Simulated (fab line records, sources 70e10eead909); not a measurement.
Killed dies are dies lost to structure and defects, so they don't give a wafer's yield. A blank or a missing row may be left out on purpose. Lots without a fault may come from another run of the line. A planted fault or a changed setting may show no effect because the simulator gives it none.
Problem report in the 8D (eight disciplines) form, filled by code | flow nand_harc | the parts of the form that need people (team, actions taken, sign-off) are left out

1. THE PROBLEM
run_length_s at NHARC_P_BONDPAD_ETCH_37 reads a mean of 67.0 s on 4 wafers of 2 lots; wafers without a fault read 87.2 s with a standard deviation of 0.53. That is -38 standard deviations from the usual mean.
The step: etches the open film in N2/H2, target depth 60 nm, overetch 18 nm, time 65.91 s.
First seen on wafer L582.3, day 13 21:42, on rie_diel-11. The record holds 42 wafers of 14 lots with a number at this step. Rule for "out", or "out of limits": more than 4 standard deviations from the usual mean. The other wafers with a number count as sound.

2. WHAT IT IS AND WHAT IT IS NOT
question                    | is                             | is not
which readings at this step | run_length_s                   | drypump_motor_current_A, mfc_ar_sccm, oes_product_au, rf_vpp_V, showerhead_plenum_p_Torr, throttle_valve_pct
which lots                  | L582, L583                     | L565, L566, L567, L568, L569, L570, L572, L573, L576, L580, L584, L585
which wafers of those lots  | L582.3, L582.5, L583.3, L583.5 | L582.1, L583.4
read on which tools         | rie_diel-11                    | rie_diel-03, rie_diel-08
when                        | from day 13 21:42              | up to then (31 sound wafers); but 7 sound wafers of L583, L584, L585 came after

3. SUSPECTS, AND WHAT RULES EACH OUT
Counting: a tool at a process step up to the reading stays a suspect if it ran every lot that is out. Sound lots after the first of them don't rule it out here, since some wafers of a struck lot are sound.
- pvd_sputter-01 at NHARC_P_M2_PVD_21 (deposits Cu, target thk 30 nm, time 20.49 s): kept. It ran every lot that is out, first L582 (day 13 21:29); its last sound lot up to then is L573 (day 10 05:09). NHARC_P_M2_PVD_21 gives no start for some lots, so the hours and the order of its lots are those of NHARC_P_BONDPAD_OVL_MEAS_38.
- rie_diel-11 at NHARC_P_BONDPAD_ETCH_37 (etches the open film in N2/H2, target depth 60 nm, overetch 18 nm, time 65.91 s): kept. It ran every lot that is out, first L582 (day 13 21:42); its last sound lot up to then is L580 (day 13 12:34). Its own readings are out on those wafers: run_length_s.
Left after counting: pvd_sputter-01 at NHARC_P_M2_PVD_21, rie_diel-11 at NHARC_P_BONDPAD_ETCH_37.

4. THE CAUSE (what the simulator had put in)
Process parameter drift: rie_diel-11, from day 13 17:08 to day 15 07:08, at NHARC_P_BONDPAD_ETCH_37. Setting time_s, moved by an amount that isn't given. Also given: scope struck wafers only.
Counting left 2 suspects, and this tool is among them.

5. THE CHAIN OF EFFECTS, in route order
Each row: a reading whose mean over the struck wafers that have a number lies more than 3 standard deviations from the usual. Only readings for which the record gives a usual standard deviation are gone through. hours: the time from each lot's start at the first step in this table that gives one to its start at this step, as a median over the lots. sigmas: the change in usual standard deviations.
hours | step                    | reading      | usual  | on struck wafers | change | sigmas
0     | NHARC_P_BONDPAD_ETCH_37 | run_length_s | 87.2 s | 67.0             | -20.2  | -38
The process steps in it:
- NHARC_P_BONDPAD_ETCH_37: etches the open film in N2/H2, target depth 60 nm, overetch 18 nm, time 65.91 s.
Readings that are blank on the struck wafers while sound wafers have them: bias_w at NHARC_P_BONDPAD_ETCH_37.

6. WHAT WOULD HAVE CAUGHT IT SOONER
In this record the first reading out of limits was taken at day 13 21:42, 5 hours after the fault began at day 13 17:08.
